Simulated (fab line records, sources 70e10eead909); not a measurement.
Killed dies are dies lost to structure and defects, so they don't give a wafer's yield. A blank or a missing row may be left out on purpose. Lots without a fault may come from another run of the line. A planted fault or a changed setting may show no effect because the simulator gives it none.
fab line records | flow nand_harc
record lots=5 wafers=15 last_day=24
route steps=1159 shown P_GATE@204 P_CONTACT@217
lots that met no fault: from a run of the same line without faults
start_h: hours from the record's first day to the start of the lot's first wafer shown | wait_h: hours since the lot's step before | " the same as in the row above | L1.1+2: a row that stands for several wafers | - no value, or no start given | * or withheld: withheld | < > ~ a bound
route shown NAME@n: a module of which the file shows steps, and the number in the route of the first | usual: mean/standard deviation of fault-free wafers | same: alike in all rows | chamber/n: place in a boat | sites: the reading at each site | _std_site: their standard deviation | _edge_site: outer sites' mean less inner sites' | radius_mm: how far each site lies from the wafer's centre | mask NAME#n: copy n | behind: the tool/chamber that last shaped the wafer | hold: why the lot was held/for how many hours/how that ended | device: the transistor (n, p or np) that didn't switch | end of line: the same wafers' tests at the end of the route | a step without rows: its recipe alone | killed: dies lost to structure and defects at the first sort, not the wafer's yield | map: a wafer's dies, x killed, . not, _ none there
set.NAME: the setting as run; set.NAME@STEP: as run at that earlier step | model.NAME: the simulator's own value behind a step, which no gauge read
lots at some steps of the route; a table a step, a row a wafer
services: from which hour (start_h, from the record's first day; less than 0 if before it) a tool's chamber was out of use, for how many hours, and why
## steps
# step NHARC_P_GATE_STRIP_113
# recipe power_w=1500 temp_c=110 time_s=740 chemistry=N2/H2
# usual drypump_motor_current_A=5.7/0.44 heater_power_w=92/8.4 rf_refl_power_W=18/5.7
# columns lot.wafer tool chamber start_h wait_h drypump_motor_current_A heater_power_w rf_hours_counter_h rf_refl_power_W
L089.1 plasma_asher-02 1 192.89 0.2 5.2 85 0 10
L089.4 " 0 " " 5.7 90 - 25
L089.6 " 1 " " 5.2 86 - 11
L091.2 plasma_asher-01 1 202.19 0.3 5.8 97 32 16
L091.3 " 0 " " 6.5 106 - 19
L091.4 " 1 " " 5.8 98 - 17
L090.2 plasma_asher-02 1 204.29 0.2 5.1 86 5 11
L090.4 " 1 " " 5.2 85 - 11
L090.6 " 1 " " 5.2 84 - 11
L093.1 plasma_asher-02 0 214.58 0.2 5.7 90 9 25
L093.4 " 0 " " 5.7 92 - 25
L093.5 " 0 " " 5.7 90 - 25
L096.4 plasma_asher-01 1 232.98 0.3 5.8 97 - 16
L096.5 " 1 " " 5.8 98 - 17
L096.6 " 0 " " 6.5 106 - 18
# step NHARC_P_GATE_STRIP_95
# recipe power_w=1500 temp_c=250 chemistry=O2
# usual drypump_motor_current_A=5.7/0.43 heater_power_w=346/31 rf_refl_power_W=18/5.7
# columns lot.wafer tool chamber start_h wait_h drypump_motor_current_A heater_power_w rf_hours_counter_h rf_refl_power_W
L089.1 plasma_asher-02 1 193.60 0.6 5.2 320 1 11
L089.4 " 0 " " 5.7 345 - 24
L089.6 " 1 " " 5.2 329 - 11
L091.2 plasma_asher-01 1 202.80 0.5 5.8 368 33 16
L091.3 " 0 " " 6.5 407 - 19
L091.4 " 1 " " 5.8 364 - 16
L090.2 plasma_asher-02 1 205.00 0.6 5.2 320 5 11
L090.4 " 1 " " 5.2 311 - 11
L090.6 " 1 " " 5.2 316 - 10
L093.1 plasma_asher-02 0 215.29 0.6 5.7 330 10 26
L093.4 " 0 " " 5.7 343 - 25
L093.5 " 0 " " 5.7 343 - 25
L096.4 plasma_asher-01 1 233.49 0.4 5.8 373 - 17
L096.5 " 1 " " 5.9 366 - 16
L096.6 " 0 " " 6.5 400 - 18
# step NHARC_P_GATE_STRIP_96
# recipe time_s=900 temp_c=130 chemistry=SPM
# columns lot.wafer tool chamber start_h wait_h
L089.4+1+6 wet_bench-01 6,2,3 193.82 0.2
L091.4+3+2 wet_bench-04 3,4,6 203.01 0.2
L090.2+4+6 wet_bench-01 5,6,0 205.23 0.2
L093.5+1+4 wet_bench-05 1,2,4 215.53 0.2
L096.6+5+4 wet_bench-04 0,4,5 233.68 0.1
# step NHARC_P_GATE_RTA_64
# recipe temp_c=1050 time_s=1
# usual lamp_power_pct=37.4/1.7 wafer_temp_C_max=1055.9/2.5
# columns lot.wafer tool chamber start_h wait_h lamp_power_pct wafer_temp_C_max
L089.1 rtp_anneal-01 0 194.18 - 39.3 1059.7
L089.4 " 0 " " 39.2 1057.6
L089.6 " 0 " " 39.2 1059.0
L091.2 rtp_anneal-01 0 203.38 - 39.2 1057.3
L091.3 " 0 " " 39.3 1058.6
L091.4 " 0 " " 39.2 1058.9
L090.2 rtp_anneal-02 0 205.60 - 35.9 1053.2
L090.4 " 0 " " 36.0 1054.9
L090.6 " 0 " " 35.9 1053.8
L093.1 rtp_anneal-02 0 215.86 - 36.0 1052.9
L093.4 " 0 " " 35.9 1054.1
L093.5 " 0 " " 35.9 1055.0
L096.4 rtp_anneal-02 0 234.12 - 35.9 1054.2
L096.5 " 0 " " 35.9 1053.8
L096.6 " 0 " " 35.9 1053.6
# step NHARC_P_GATE_ETCH_77
# recipe target_depth_a=60 chemistry=dHF material=SiO2
# columns lot.wafer tool chamber start_h wait_h
L089.6+1+4 wet_bench-05 6,1,2 194.38 0.0
L091.4+3+2 wet_bench-01 2,4,6 203.56 0.1
L090.2+4+6 wet_bench-04 0,2,4 205.78 0.2
L093.1+5+4 wet_bench-05 5,6,0 216.06 0.2
L096.5+6+4 wet_bench-05 4,6,7 234.23 0.1
# step NHARC_P_GATE_DEGAS_109
# recipe temp_c=300 time_s=60
# usual heater_power_w=466/49
# columns lot.wafer tool chamber start_h wait_h heater_power_w
L089.1 pvd_sputter-03 - 194.49 0.1 509
L089.4 " - " " 434
L089.6 " - " " 578
L091.4 pvd_sputter-02 - 203.66 0.1 448
L091.2 " - " " 459
L091.3 " - " " 457
L090.4 pvd_sputter-01 - 205.92 0.1 530
L090.2 " - " " 432
L090.6 " - " " 443
L093.1 pvd_sputter-03 - 216.17 0.1 587
L093.4 " - " " 446
L093.5 " - " " 583
L096.4 pvd_sputter-02 - 234.34 0.1 442
L096.6 " - " " 445
L096.5 " - " " 438
# step NHARC_P_GATE_PRE_CLEAN_110
# recipe time_s=30 bias_v=200 gas=Ar
# columns lot.wafer tool chamber start_h wait_h
L089.1+4+6 pvd_sputter-03 - - -
L091.3+2+4 pvd_sputter-02 - - -
L090.2+4+6 pvd_sputter-01 - - -
L093.1+4+5 pvd_sputter-03 - - -
L096.4+6+5 pvd_sputter-02 - - -
# step NHARC_P_GATE_SPUTTER_78
# recipe target_thk_a=100 material=Ni
# columns lot.wafer tool chamber start_h wait_h
L089.4+1+6 pvd_sputter-03 - - -
L091.3+4+2 pvd_sputter-02 - - -
L090.2+4+6 pvd_sputter-01 - - -
L093.1+4+5 pvd_sputter-03 - - -
L096.4+5+6 pvd_sputter-02 - - -
# step NHARC_P_GATE_SPUTTER_79
# recipe target_thk_a=100 material=TiN
# columns lot.wafer tool chamber start_h wait_h
L089.1+4+6 pvd_sputter-03 - - -
L091.4+3+2 pvd_sputter-02 - - -
L090.2+4+6 pvd_sputter-01 - - -
L093.1+4+5 pvd_sputter-03 - - -
L096.4+5+6 pvd_sputter-02 - - -
# step NHARC_P_GATE_RTA_80
# recipe temp_c=300 time_s=30
# usual lamp_power_pct=2.21/0.096 wafer_temp_C_max=301.5/0.73
# columns lot.wafer tool chamber start_h wait_h lamp_power_pct wafer_temp_C_max
L089.1 rtp_anneal-02 0 194.79 - 2.14 301.1
L089.4 " 0 " " 2.14 300.8
L089.6 " 0 " " 2.14 301.1
L091.2 rtp_anneal-01 0 203.98 - 2.34 302.8
L091.3 " 0 " " 2.34 303.4
L091.4 " 0 " " 2.34 303.4
L090.2 rtp_anneal-02 0 206.24 - 2.14 300.9
L090.4 " 0 " " 2.14 301.0
L090.6 " 0 " " 2.14 301.1
L093.1 rtp_anneal-01 0 216.47 - 2.33 302.5
L093.4 " 0 " " 2.34 302.8
L093.5 " 0 " " 2.34 301.9
L096.4 rtp_anneal-02 0 234.74 - 2.14 301.1
L096.5 " 0 " " 2.14 301.7
L096.6 " 0 " " 2.14 300.9
# step NHARC_P_GATE_STRIP_67
# recipe time_s=600 temp_c=130 chemistry=SPM
# columns lot.wafer tool chamber start_h wait_h
L089.4+6+1 wet_bench-04 5,7,0 195.00 0.1
L091.4+2+3 wet_bench-01 2,3,7 204.16 0.1
L090.4+2+6 wet_bench-05 6,0,1 206.42 0.1
L093.1+5+4 wet_bench-04 6,0,2 216.68 0.2
L096.5+4+6 wet_bench-05 5,6,1 234.85 0.1
# step NHARC_P_GATE_RTA_82
# recipe temp_c=450 time_s=30
# usual lamp_power_pct=4.45/0.19 wafer_temp_C_max=452.9/1.2
# columns lot.wafer tool chamber start_h wait_h lamp_power_pct wafer_temp_C_max
L089.1 rtp_anneal-01 0 195.27 - 4.60 453.3
L089.4 " 0 " " 4.59 453.3
L089.6 " 0 " " 4.60 453.7
L091.2 rtp_anneal-01 0 204.45 - 4.60 454.5
L091.3 " 0 " " 4.59 452.9
L091.4 " 0 " " 4.60 453.4
L090.2 rtp_anneal-01 0 206.70 - 4.60 453.7
L090.4 " 0 " " 4.60 452.8
L090.6 " 0 " " 4.59 454.8
L093.1 rtp_anneal-01 0 216.93 - 4.60 453.8
L093.4 " 0 " " 4.60 453.7
L093.5 " 0 " " 4.59 452.8
L096.4 rtp_anneal-02 0 235.39 - 4.20 450.9
L096.5 " 0 " " 4.21 451.1
L096.6 " 0 " " 4.19 451.4
# step NHARC_P_GATE_INSPECT_68
# usual raw_defect_count=183/66
# columns lot.wafer tool chamber start_h wait_h raw_defect_count
L089.1 defect_inspect-02 - 195.49 0.2 359
L089.4 " - " " 146
L089.6 " - " " 128
L091.2 defect_inspect-02 - 204.62 0.1 106
L091.3 " - " " 226
L091.4 " - " " 163
L090.2 defect_inspect-02 - 206.87 0.1 192
L090.4 " - " " 161
L090.6 " - " " 118
L093.1 defect_inspect-02 - 217.13 0.2 245
L093.4 " - " " 235
L093.5 " - " " 172
L096.4 defect_inspect-02 - 235.51 0.1 134
L096.5 " - " " 122
L096.6 " - " " 96
# step NHARC_P_CONTACT_DEP_30
# recipe target_thk_a=300 temp_c=400 target_thk_nm=30 flow_sccm=200 rf_w=450 material=SiNx
# usual heater_power_w=732/70
# columns lot.wafer tool chamber start_h wait_h heater_power_w
L089.1 pecvd-03 2 196.28 0.8 755
L089.4 " 2 " " 761
L089.6 " 0 " " 803
L091.2 pecvd-01 0 204.74 0.1 760
L091.4 " 2 " " 568
L091.3 " 0 " " 752
L090.2 pecvd-02 1 206.98 0.1 858
L090.4 " 1 " " 839
L090.6 " 2 " " 820
L093.1 pecvd-01 0 217.20 0.1 705
L093.4 " 0 " " 702
L093.5 " 2 " " 678
L096.6 pecvd-01 1 235.69 0.2 715
L096.4 " 2 " " 627
L096.5 " 0 " " 717
# step NHARC_P_CONTACT_DEP_00
# recipe target_thk_a=5000 temp_c=400 pressure_torr=6.5 rf_w=900 teos_flow_sccm=161.4 flow_sccm=2650 target_thk_nm=500 gas=O2 material=SiO2
# usual heater_power_w=569/75 throttle_valve_pct=15.9/0.52
# columns lot.wafer tool chamber start_h wait_h heater_power_w throttle_valve_pct
L089.1 pecvd-03 2 - - 672 15.3
L089.4 " 2 " " 526 15.5
L089.6 " 0 " " 621 16.0
L091.2 pecvd-01 0 205.10 0.3 605 16.0
L091.4 " 2 " " 496 16.1
L091.3 " 0 " " 642 15.8
L090.2 pecvd-02 1 - - 588 15.6
L090.4 " 1 " " 626 15.7
L090.6 " 2 " " 648 14.9
L093.1 pecvd-01 0 - - 593 15.8
L093.4 " 0 " " 641 15.9
L093.5 " 2 " " 503 16.2
L096.6 pecvd-01 1 - - 677 15.7
L096.4 " 2 " " 475 16.2
L096.5 " 0 " " 495 16.3
# step NHARC_P_CONTACT_CMP_01
# recipe target_thk_nm=200 material=SiO2
# usual motor_current_A=13.0/1.5
# columns lot.wafer tool chamber start_h wait_h motor_current_A
L089.4 cmp-04 1 197.00 - 14.8
L089.1 " 0 " " 14.6
L089.6 " 2 " " 11.1
L091.4 cmp-03 0 205.67 0.4 15.0
L091.3 " 1 " " 13.9
L091.2 " 2 " " 10.0
L090.2 cmp-02 1 207.67 - 13.4
L090.4 " 3 " " 13.5
L090.6 " 1 " " 12.4
L093.1 cmp-03 3 217.91 - 13.1
L093.4 " 2 " " 10.2
L093.5 " 0 " " 14.6
L096.4 cmp-02 0 236.33 - 12.0
L096.5 " 2 " " 10.9
L096.6 " 3 " " 12.9
# step NHARC_P_CONTACT_SRD_03
# columns lot.wafer tool chamber start_h wait_h
L089.6+4+1 wet_bench-09 6,0,3 197.29 0.0
L091.4+3+2 wet_bench-09 3,4,0 205.94 0.0
L090.2+4+6 wet_bench-09 5,6,1 207.96 0.0
L093.5+1+4 wet_bench-09 2,3,6 218.21 0.0
L096.4+6+5 wet_bench-09 3,4,6 236.60 0.0
# step NHARC_P_CONTACT_DEHYDRATE_04
# recipe temp_c=150 time_s=120
# usual exhaust_pa=45.0/0.99
# columns lot.wafer tool chamber start_h wait_h exhaust_pa
L089.1 litho_track-04 0 197.37 0.1 45.4
L089.4 " 0 " " 46.3
L089.6 " 0 " " 45.8
L091.2 litho_track-01 0 206.02 0.1 44.8
L091.3 " 0 " " 46.6
L091.4 " 0 " " 44.8
L090.2 litho_track-01 0 208.05 0.1 44.8
L090.4 " 0 " " 45.0
L090.6 " 0 " " 44.5
L093.1 litho_track-04 0 218.30 0.1 44.7
L093.4 " 0 " " 43.7
L093.5 " 0 " " 44.6
L096.4 litho_track-04 0 236.68 0.1 45.5
L096.5 " 0 " " 45.1
L096.6 " 0 " " 44.1
# step NHARC_P_CONTACT_HMDS_05
# recipe time_s=30
# usual exhaust_pa=45.0/0.85
# columns lot.wafer tool chamber start_h wait_h exhaust_pa
L089.1 litho_track-04 0 - - 46.5
L089.4 " 0 " " 44.1
L089.6 " 0 " " 46.3
L091.2 litho_track-01 0 - - 43.1
L091.3 " 0 " " 44.2
L091.4 " 0 " " 44.2
L090.2 litho_track-01 0 - - 44.6
L090.4 " 0 " " 45.9
L090.6 " 0 " " 46.4
L093.1 litho_track-04 0 - - 44.1
L093.4 " 0 " " 44.6
L093.5 " 0 " " 44.1
L096.4 litho_track-04 0 - - 45.3
L096.5 " 0 " " 46.0
L096.6 " 0 " " 44.5
# step NHARC_P_CONTACT_COAT_33
# recipe temp_c=260 time_s=75
# usual exhaust_pa=45.0/0.94
# columns lot.wafer tool chamber start_h wait_h exhaust_pa
L089.1 litho_track-04 0 - - 45.8
L089.4 " 0 " " 44.7
L089.6 " 0 " " 44.5
L091.2 litho_track-01 0 - - 45.6
L091.3 " 0 " " 45.3
L091.4 " 0 " " 44.7
L090.2 litho_track-01 0 - - 46.3
L090.4 " 0 " " 44.9
L090.6 " 0 " " 45.6
L093.1 litho_track-04 0 - - 45.2
L093.4 " 0 " " 42.8
L093.5 " 0 " " 44.6
L096.4 litho_track-04 0 - - 44.1
L096.5 " 0 " " 45.3
L096.6 " 0 " " 44.4
# step NHARC_P_CONTACT_COAT_34
# recipe temp_c=225 time_s=65
# usual exhaust_pa=45.1/0.87
# columns lot.wafer tool chamber start_h wait_h exhaust_pa
L089.1 litho_track-04 0 - - 46.1
L089.4 " 0 " " 45.5
L089.6 " 0 " " 46.2
L091.2 litho_track-01 0 - - 44.4
L091.3 " 0 " " 44.2
L091.4 " 0 " " 46.1
L090.2 litho_track-01 0 - - 45.4
L090.4 " 0 " " 44.9
L090.6 " 0 " " 44.3
L093.1 litho_track-04 0 - - 44.0
L093.4 " 0 " " 45.0
L093.5 " 0 " " 44.7
L096.4 litho_track-04 0 - - 44.8
L096.5 " 0 " " 44.4
L096.6 " 0 " " 43.4
# step NHARC_P_CONTACT_COAT_06
# recipe spin_rpm=1500 resist_thk_nm=90
# usual exhaust_pa=45.0/0.79 spin_speed_rpm=1499.9/0.97
# columns lot.wafer tool chamber start_h wait_h exhaust_pa spin_speed_rpm
L089.1 litho_track-04 0 - - 44.2 1499.9
L089.4 " 0 " " 44.3 1500.2
L089.6 " 0 " " 44.0 1501.9
L091.2 litho_track-01 0 - - 45.0 1498.7
L091.3 " 0 " " 44.7 1498.9
L091.4 " 0 " " 44.3 1498.2
L090.2 litho_track-01 0 - - 44.9 1501.3
L090.4 " 0 " " 45.1 1499.2
L090.6 " 0 " " 44.8 1500.6
L093.1 litho_track-04 0 - - 45.3 1500.1
L093.4 " 0 " " 45.1 1500.0
L093.5 " 0 " " 45.8 1499.9
L096.4 litho_track-04 0 - - 45.9 1501.2
L096.5 " 0 " " 46.2 1501.3
L096.6 " 0 " " 46.1 1500.3
# step NHARC_P_CONTACT_SOFTBAKE_07
# recipe temp_c=105 time_s=55
# usual exhaust_pa=45.0/0.84
# columns lot.wafer tool chamber start_h wait_h exhaust_pa
L089.1 litho_track-04 0 - - 45.2
L089.4 " 0 " " 45.6
L089.6 " 0 " " 45.8
L091.2 litho_track-01 0 - - 44.6
L091.3 " 0 " " 45.3
L091.4 " 0 " " 44.9
L090.2 litho_track-01 0 - - 45.0
L090.4 " 0 " " 45.4
L090.6 " 0 " " 46.6
L093.1 litho_track-04 0 - - 45.7
L093.4 " 0 " " 45.9
L093.5 " 0 " " 44.7
L096.4 litho_track-04 0 - - 42.4
L096.5 " 0 " " 44.6
L096.6 " 0 " " 44.8
# step NHARC_P_CONTACT_EBR_08
# usual exhaust_pa=45.0/0.93
# columns lot.wafer tool chamber start_h wait_h exhaust_pa
L089.1 litho_track-04 0 - - 44.7
L089.4 " 0 " " 44.2
L089.6 " 0 " " 43.2
L091.2 litho_track-01 0 - - 46.9
L091.3 " 0 " " 44.5
L091.4 " 0 " " 46.6
L090.2 litho_track-01 0 - - 44.4
L090.4 " 0 " " 44.0
L090.6 " 0 " " 43.4
L093.1 litho_track-04 0 - - 46.0
L093.4 " 0 " " 44.7
L093.5 " 0 " " 45.4
L096.4 litho_track-04 0 - - 44.7
L096.5 " 0 " " 44.5
L096.6 " 0 " " 43.7
# step NHARC_P_CONTACT_EXPOSE_09
# recipe na=1.35 target_cd_nm=90 dose_mj=81.26 mask_id=P_CA
# columns lot.wafer tool chamber start_h wait_h mask
L089.1+4+6 arfi_scanner-03 0 197.56 - P_CA#0
L091.2+3+4 arfi_scanner-03 0 206.34 - P_CA#0
L090.2+4+6 arfi_scanner-03 0 208.24 - P_CA#0
L093.1+4+5 arfi_scanner-01 0 218.61 - P_CA#0
L096.4+5+6 arfi_scanner-03 0 237.01 - P_CA#0
# step NHARC_P_CONTACT_PEB_10
# recipe peb_temp_c=100 peb_time_s=65
# usual exhaust_pa=45.1/0.82
# columns lot.wafer tool chamber start_h wait_h exhaust_pa
L089.1 litho_track-01 0 197.62 0.1 45.7
L089.4 " 0 " " 44.2
L089.6 " 0 " " 44.2
L091.2 litho_track-06 0 206.39 0.1 44.8
L091.3 " 0 " " 46.1
L091.4 " 0 " " 44.4
L090.2 litho_track-04 0 208.29 0.1 45.1
L090.4 " 0 " " 45.6
L090.6 " 0 " " 44.0
L093.1 litho_track-04 0 218.67 0.1 45.4
L093.4 " 0 " " 43.9
L093.5 " 0 " " 43.8
L096.4 litho_track-06 0 237.06 0.0 47.4
L096.5 " 0 " " 46.2
L096.6 " 0 " " 46.0
# step NHARC_P_CONTACT_DEVELOP_11
# recipe develop_time_s=35 dev_temp_c=23
# usual exhaust_pa=45.0/0.9
# same develop_time_s=35
# columns lot.wafer tool chamber start_h wait_h exhaust_pa
L089.1 litho_track-01 0 - - 43.9
L089.4 " 0 " " 43.9
L089.6 " 0 " " 45.3
L091.2 litho_track-06 0 - - 44.1
L091.3 " 0 " " 44.3
L091.4 " 0 " " 46.9
L090.2 litho_track-04 0 - - 44.5
L090.4 " 0 " " 44.4
L090.6 " 0 " " 45.1
L093.1 litho_track-04 0 - - 45.5
L093.4 " 0 " " 45.8
L093.5 " 0 " " 47.0
L096.4 litho_track-06 0 - - 44.9
L096.5 " 0 " " 45.2
L096.6 " 0 " " 44.6
# step NHARC_P_CONTACT_CD_MEAS_12
# recipe target_cd_nm=90 landing_energy_ev=500
# usual cd_nm=90.2/0.52
# columns lot.wafer tool chamber start_h wait_h cd_nm
L089.1 cd_sem-03 0 197.70 - 89.2
L089.4 " 0 " " 89.4
L089.6 " 0 " " 89.9
L091.2 cd_sem-03 0 206.47 - 91.0
L091.3 " 0 " " 91.0
L091.4 " 0 " " 91.4
L090.2 cd_sem-03 0 208.38 - 90.1
L090.4 " 0 " " 90.0
L090.6 " 0 " " 89.7
L093.1 cd_sem-02 0 218.75 - 90.5
L093.4 " 0 " " 90.8
L093.5 " 0 " " 90.5
L096.4 cd_sem-01 0 237.14 - 90.3
L096.5 " 0 " " 90.1
L096.6 " 0 " " 90.2
# step NHARC_P_CONTACT_OVL_MEAS_13
# usual overlay_x_nm=-0.1/0.66 overlay_y_nm=0.0/0.95
# columns lot.wafer tool chamber start_h wait_h overlay_x_nm overlay_y_nm
L089.1 overlay-01 - 197.78 - -0.7 0.0
L089.4 " - " " 0.0 0.1
L089.6 " - " " 0.0 0.1
L091.2 overlay-02 - 206.56 - -1.0 -1.0
L091.3 " - " " -0.5 -1.7
L091.4 " - " " -0.1 -1.0
L090.2 overlay-01 - 208.46 - 0.3 -1.6
L090.4 " - " " 0.5 -1.9
L090.6 " - " " 0.4 -1.1
L093.1 overlay-01 - 218.84 - -0.9 1.5
L093.4 " - " " -0.8 0.8
L093.5 " - " " -0.5 1.3
L096.4 overlay-01 - 237.22 - 0.3 0.0
L096.5 " - " " 0.4 0.4
L096.6 " - " " 0.6 0.2
# step NHARC_P_CONTACT_INSPECT_14
# usual raw_defect_count=4.1/2.5
# columns lot.wafer tool chamber start_h wait_h raw_defect_count
L089.1 defect_inspect-01 - 197.82 0.0 1
L089.4 " - " " 2
L089.6 " - " " 2
L091.2 defect_inspect-02 - 206.60 0.0 5
L091.3 " - " " 5
L091.4 " - " " 7
L090.2 defect_inspect-02 - 208.50 0.0 4
L090.4 " - " " 6
L090.6 " - " " 7
L093.1 defect_inspect-02 - 218.88 0.0 10
L093.4 " - " " 5
L093.5 " - " " 7
L096.4 defect_inspect-02 - 237.26 0.0 0
L096.5 " - " " 3
L096.6 " - " " 6
# step NHARC_P_CONTACT_DESCUM_17
# recipe time_s=3 o2_flow_sccm=200 ar_flow_sccm=0 bias_power_w=0 chemistry=O2
# usual drypump_motor_current_A=5.6/0.51 o2_flow_sccm=200.0/0.64 oes_product_au=0.999/0.0065 rf_vpp_V=58.1/0.89 showerhead_plenum_p_Torr=1.95/0.068 throttle_valve_pct=11.312/0.0094
# columns lot.wafer tool chamber start_h wait_h drypump_motor_current_A o2_flow_sccm oes_product_au rf_hours_counter_h rf_vpp_V showerhead_plenum_p_Torr throttle_valve_pct
L089.4 rie_diel-04 2 197.88 0.1 5.3 200.4 0.995 8 57.0 1.92 11.312
L089.1 " 3 " " 6.5 200.5 0.999 8 56.3 1.93 11.297
L089.6 " 3 " " 6.5 199.6 1.007 - 57.2 1.93 11.328
L091.2 rie_diel-04 0 206.67 0.1 5.3 200.0 0.996 9 60.3 2.03 11.308
L091.4 " 1 " " 5.3 199.3 1.011 8 57.3 2.05 11.315
L091.3 " 2 " " 5.3 199.8 1.003 9 57.5 1.92 11.331
L090.2 rie_diel-04 1 208.58 0.1 5.3 200.5 1.004 9 58.9 2.04 11.315
L090.4 " 2 " " 5.3 199.4 0.996 10 58.7 1.92 11.323
L090.6 " 0 " " 5.4 200.3 1.006 - 57.6 2.03 11.307
L093.4 rie_diel-04 2 218.94 0.1 5.3 200.5 0.995 11 57.6 1.92 11.315
L093.1 " 3 " " 6.5 200.0 0.996 11 58.9 1.93 11.305
L093.5 " 3 " " 6.5 199.6 1.007 - 57.4 1.93 11.290
L096.4 rie_diel-04 0 237.33 0.1 5.3 198.5 0.993 12 58.6 2.03 11.307
L096.5 " 3 " " 6.5 199.7 1.000 - 58.1 1.93 11.305
L096.6 " 0 " " 5.3 199.6 0.994 - 57.7 2.03 11.323
# step NHARC_P_CONTACT_ETCH_35
# recipe target_depth_a=390 over_etch_frac=0.3 time_s=65 ion_energy_ev=80 cf4_flow_sccm=150 ar_flow_sccm=0 rf_w=300 bias_w=100 chemistry=CF4
# usual bias_w=99.99/0.28 drypump_motor_current_A=5.5/0.49 oes_product_au=1.000/0.0069 rf_vpp_V=151.6/1.1 showerhead_plenum_p_Torr=1.80/0.061 throttle_valve_pct=13.285/0.0093
# columns lot.wafer tool chamber start_h wait_h bias_w drypump_motor_current_A oes_product_au rf_hours_counter_h rf_vpp_V showerhead_plenum_p_Torr throttle_valve_pct
L089.4 rie_diel-04 3 197.97 0.1 99.77 6.5 1.015 8 150.9 1.78 13.299
L089.1 " 0 " " 100.08 5.3 0.999 8 152.1 1.87 13.272
L089.6 " 2 " " 100.34 5.3 0.996 - 151.2 1.78 13.274
L091.2 rie_diel-04 3 206.74 0.1 100.29 6.5 1.019 9 150.2 1.78 13.290
L091.3 " 1 " " 100.71 5.3 0.994 8 152.7 1.88 13.288
L091.4 " 2 " " 100.09 5.3 1.000 9 151.6 1.78 13.286
L090.2 rie_diel-04 0 208.64 0.1 99.93 5.4 1.009 9 150.7 1.87 13.285
L090.4 " 2 " " 99.87 5.3 1.012 10 151.9 1.78 13.295
L090.6 " 0 " " 99.68 5.3 0.999 - 151.9 1.87 13.283
L093.4 rie_diel-04 3 219.03 0.1 99.84 6.5 1.004 11 151.0 1.78 13.275
L093.1 " 0 " " 99.52 5.4 0.998 11 152.3 1.87 13.281
L093.5 " 0 " " 100.43 5.4 0.995 - 152.6 1.87 13.285
L096.4 rie_diel-04 0 237.40 0.1 99.99 5.4 0.989 12 154.5 1.87 13.270
L096.5 " 0 " " 100.54 5.4 0.998 - 152.0 1.87 13.294
L096.6 " 1 " " 99.72 5.3 0.995 - 152.0 1.88 13.296
# step NHARC_P_CONTACT_ETCH_36
# recipe target_depth_a=2600 over_etch_frac=0.25 time_s=406.25 ion_energy_ev=200 n2_flow_sccm=150 h2_flow_sccm=150 ar_flow_sccm=0 rf_w=400 bias_w=150 chemistry=N2/H2
# usual bias_w=150.0/0.42 drypump_motor_current_A=5.6/0.51 oes_product_au=0.999/0.0068 rf_vpp_V=431.4/2.1 showerhead_plenum_p_Torr=2.07/0.074 throttle_valve_pct=14.171/0.0092
# columns lot.wafer tool chamber start_h wait_h bias_w drypump_motor_current_A oes_product_au rf_hours_counter_h rf_vpp_V showerhead_plenum_p_Torr throttle_valve_pct
L089.4 rie_diel-04 2 - - 149.4 5.3 0.993 8 430.6 2.05 14.186
L089.1 " 0 " " 149.9 5.3 1.001 8 432.6 2.17 14.170
L089.6 " 2 " " 150.2 5.3 0.997 - 430.6 2.05 14.157
L091.2 rie_diel-04 2 - - 150.3 5.3 0.993 9 430.7 2.05 14.173
L091.4 " 0 " " 149.2 5.3 1.002 9 434.3 2.17 14.186
L091.3 " 1 " " 150.3 5.3 1.004 8 433.4 2.18 14.166
L090.2 rie_diel-04 0 - - 150.2 5.3 1.004 9 433.6 2.17 14.161
L090.4 " 1 " " 149.7 5.3 1.000 9 432.7 2.18 14.174
L090.6 " 3 " " 150.3 6.5 1.010 - 431.4 2.06 14.171
L093.4 rie_diel-04 1 - - 149.5 5.3 0.992 10 433.5 2.18 14.172
L093.1 " 2 " " 150.6 5.3 0.999 11 429.7 2.05 14.164
L093.5 " 0 " " 150.0 5.4 0.991 - 433.5 2.17 14.183
L096.4 rie_diel-04 0 - - 150.3 5.3 1.010 12 434.5 2.17 14.177
L096.6 " 0 " " 149.8 5.3 1.000 - 434.4 2.17 14.184
L096.5 " 1 " " 150.0 5.2 1.007 - 434.3 2.18 14.171
# step NHARC_P_CONTACT_ETCH_18
# recipe target_depth_a=4810 time_s=240.5 c4f8_flow_sccm=20 o2_flow_sccm=10 ar_flow_sccm=withheld rf_w=600 bias_w=1500 chemistry=C4F8/O2/Ar
# usual bias_w=1500/4.3 oes_product_au=0.964/0.013 rf_vpp_V=980/4.7
# columns lot.wafer tool chamber start_h wait_h bias_w oes_product_au rf_hours_counter_h rf_vpp_V
L089.4 rie_diel-04 3 - - 1497 0.960 8 979
L089.1 " 1 " " 1498 0.941 8 986
L089.6 " 2 " " 1495 0.949 - 979
L091.2 rie_diel-04 0 - - 1501 0.958 9 986
L091.3 " 1 " " 1501 0.972 8 987
L091.4 " 3 " " 1495 0.967 9 978
L090.4 rie_diel-04 0 - - 1497 0.966 10 987
L090.2 " 2 " " 1498 0.972 10 979
L090.6 " 1 " " 1496 0.969 - 987
L093.4 rie_diel-04 0 - - 1504 0.932 11 986
L093.1 " 1 " " 1504 0.925 10 986
L093.5 " 3 " " 1509 0.935 - 980
L096.4 rie_diel-04 3 - - 1491 0.961 13 979
L096.6 " 2 " " 1503 0.975 - 978
L096.5 " 3 " " 1508 0.974 - 979
# step NHARC_P_CONTACT_STRIP_37
# recipe c4f8_flow_sccm=withheld o2_flow_sccm=8 ar_flow_sccm=withheld bias_w=0 chemistry=C4F8/O2/Ar
# columns lot.wafer tool chamber start_h wait_h
L089.4+1+6 rie_diel-04 1,2,2 - -
L091.3+2+4 rie_diel-04 0,1,3 - -
L090.4+2+6 rie_diel-04 0,3,1 - -
L093.1+4+5 rie_diel-04 2,0,2 - -
L096.4+6+5 rie_diel-04 0,3,0 - -
## services
# columns tool chamber start_h hours kind
rie_diel-04 0 169.90 - clean
rie_diel-04 1 169.90 - clean
rie_diel-04 2 169.90 - clean
rie_diel-04 3 169.90 - clean
pecvd-01 0 177.41 8.9 repair
plasma_asher-02 - 183.00 9.0 pm
rie_diel-04 0 194.40 - clean
rie_diel-04 1 194.40 - clean
rie_diel-04 2 194.40 - clean
rie_diel-04 3 194.40 - clean
arfi_scanner-01 - 196.00 4.0 pm
wet_bench-05 - 196.80 8.0 pm
plasma_asher-02 - 197.29 1.3 repair
pecvd-01 1 200.39 13.5 repair
pvd_sputter-03 - 202.88 5.0 repair
cmp-04 - 203.08 4.0 pm
cmp-03 - 211.65 0.4 repair
wet_bench-01 - 213.60 8.0 pm
pvd_sputter-02 - 214.04 10.0 pm
arfi_scanner-01 - 215.82 0.5 repair
rie_diel-04 0 218.90 - clean
rie_diel-04 1 218.90 - clean
cmp-02 - 226.97 4.0 pm
pecvd-01 - 237.18 13.0 pm
## key
fault none
